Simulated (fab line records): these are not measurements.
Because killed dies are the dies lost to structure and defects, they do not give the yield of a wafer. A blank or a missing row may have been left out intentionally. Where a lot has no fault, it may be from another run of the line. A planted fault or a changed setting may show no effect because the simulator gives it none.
Matching of chambers + flow nand-harc + ald-metal-02 running NHARC_A_WL_FILL_ALD_19: 4 sister chambers
The step deposits TiN, target thk 2 nm, pulse time 3 s, ald cycles 100. 8 wafers are shown with their chamber, then 7 later ones without.

## WAFERS WITH THEIR CHAMBER
| wafer  | chamber | heater-power-w (W) | precursor-pulse-height-rel |
|--------|---------|--------------------|----------------------------|
| L110.2 | 1       | 949                | 1.001                      |
| L115.3 | 2       | 1115               | 0.996                      |
| L115.5 | 1       | 955                | 1.016                      |
| L114.2 | 0       | 1120               | 1.004                      |
| L121.1 | 2       | 1081               | 1.019                      |
| L121.5 | 3       | 1138               | 0.998                      |
| L124.1 | 0       | 1182               | 1.046                      |
| L124.5 | 3       | 1169               | 1.019                      |

## WAFERS WITH NO CHAMBER GIVEN
| wafer  | heater-power-w (W) | precursor-pulse-height-rel |
|--------|--------------------|----------------------------|
| L124.6 | 1165               | 0.986                      |
| L122.1 | 963                | 0.991                      |
| L122.4 | 1073               | 1.037                      |
| L122.6 | 1172               | 1.006                      |
| L128.2 | 1074               | 1.028                      |
| L128.5 | 989                | 0.988                      |
| L128.6 | 1172               | 1.022                      |

## WHICH CHAMBER EACH WENT THROUGH
| wafer  | from the rows above          | in truth |
|--------|------------------------------|----------|
| L124.6 | can't be placed: 3 or 0 or 2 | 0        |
| L122.1 | 1                            | 1        |
| L122.4 | can't be placed: 2 or 0 or 3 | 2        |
| L122.6 | can't be placed: 3 or 0      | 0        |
| L128.2 | can't be placed: 2 or 0 or 3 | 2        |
| L128.5 | 1                            | 1        |
| L128.6 | can't be placed: 0 or 3      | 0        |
2 of 7 placed correctly. Cannot be placed on the basis of these rows: 5; the candidates contain the true chamber in 5. 0 placed wrongly.
How it was worked out, from the rows above alone: a wafer's distance from a chamber is the root of the sum, over the readings, of the square of ((its reading less the chamber's mean) divided by the reading's scatter). The wafer belongs to the nearest chamber; if the next one is less than 2 further off, it can't be placed. Each chamber's mean is taken over the wafers shown for it. The scatter is the square root of a quotient: the sum, over the shown wafers, of each reading's squared deviation from its chamber's mean, divided by wafers minus chambers.
